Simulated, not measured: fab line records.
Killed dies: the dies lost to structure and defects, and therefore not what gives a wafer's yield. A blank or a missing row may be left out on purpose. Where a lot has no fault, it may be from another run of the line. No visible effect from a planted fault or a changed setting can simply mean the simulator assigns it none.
Matching of chambers	flow nandHarc	4 sister chambers for NHARC_THIN_TSV_ETCHBACK_48 on rieDiel-10
The step etches the open film in C4F8/Ar, target depth 1028.5 nm, time 405.17 s. 4 wafers are shown with their chamber, then 8 later ones without.

## EACH WAFER AND ITS CHAMBER
wafer	chamber	rfVppV (V)
L925.1	3	549
L925.4	1	548
L925.5	0	544
L927.1	2	545

## WAFERS WITH NO CHAMBER GIVEN
wafer	rfVppV (V)
L927.2	548
L927.3	544
L929.1	547
L929.3	543
L929.5	540
L930.1	543
L930.5	546
L930.6	551

## CHAMBER TAKEN BY EACH
wafer	from the rows above	in truth
L927.2	can't be placed: 1 or 3 or 2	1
L927.3	can't be placed: 0 or 2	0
L929.1	can't be placed: 1 or 2 or 3 or 0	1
L929.3	can't be placed: 0 or 2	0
L929.5	can't be placed: 0 or 2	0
L930.1	can't be placed: 0 or 2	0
L930.5	can't be placed: 2 or 0 or 1 or 3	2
L930.6	can't be placed: 3 or 1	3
0 of 8 placed correctly. Unplaceable from these rows: 8, with the true chamber sitting among the candidates in 8. Wrongly placed: 0.
How it was worked out, from the rows above alone: a wafer's distance from a chamber is the root of the sum, over the readings, of the square of ((its reading less the chamber's mean) divided by the reading's scatter). The wafer belongs to the nearest chamber; if the next one is less than 2 further off, it can't be placed. A chamber's mean is the mean of its shown wafers. The scatter (one wafer shown for each chamber): square how far every hidden wafer sits from the nearest shown wafer, average those squares and take the square root.
